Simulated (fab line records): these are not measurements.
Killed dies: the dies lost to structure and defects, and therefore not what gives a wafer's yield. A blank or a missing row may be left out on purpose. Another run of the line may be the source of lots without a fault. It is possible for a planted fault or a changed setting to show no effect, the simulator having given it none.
Chamber matching + flow nand-harc + NHARC_HYBRID_BOND_ACTIVATE_00 on rie-diel-01 has 4 sister chambers
The step chemistry N2, time 60 s. 4 wafers are shown with their chamber, then 11 later ones without.

## WAFERS PAIRED WITH THEIR CHAMBERS
| wafer  | chamber | drypump-motor-current-A (A) |
|--------|---------|-----------------------------|
| L612.6 | 2       | 5.1                         |
| L613.3 | 1       | 6.1                         |
| L613.4 | 0       | 5.9                         |
| L619.1 | 3       | 5.5                         |

## WAFERS WITH NO CHAMBER GIVEN
| wafer  | drypump-motor-current-A (A) |
|--------|-----------------------------|
| L619.2 | 5.1                         |
| L619.4 | 6.1                         |
| L627.2 | 6.1                         |
| L627.3 | 5.9                         |
| L627.4 | 5.5                         |
| L628.1 | 6.1                         |
| L628.2 | 5.4                         |
| L628.4 | 5.9                         |
| L629.1 | 5.4                         |
| L629.3 | 5.9                         |
| L629.4 | 5.2                         |

## WHICH CHAMBER EACH WENT THROUGH
| wafer  | from the rows above | in truth |
|--------|---------------------|----------|
| L619.2 | 2                   | 2        |
| L619.4 | 1                   | 1        |
| L627.2 | 1                   | 1        |
| L627.3 | 0                   | 0        |
| L627.4 | 3                   | 3        |
| L628.1 | 1                   | 1        |
| L628.2 | 3                   | 3        |
| L628.4 | 0                   | 0        |
| L629.1 | 3                   | 3        |
| L629.3 | 0                   | 0        |
| L629.4 | 2                   | 2        |
Correct placement for 11 of the 11. Not placeable from these rows: 0. 0 placed wrongly.
How it was worked out, from the rows above alone: a wafer's distance from a chamber is the root of the sum, over the readings, of the square of ((its reading less the chamber's mean) divided by the reading's scatter). The wafer belongs to the nearest chamber; if the next one is less than 2 further off, it can't be placed. The mean given for a chamber averages the wafers shown for that chamber. The scatter: root of mean squared gap, hidden wafer to nearest shown wafer, with one shown wafer a chamber.
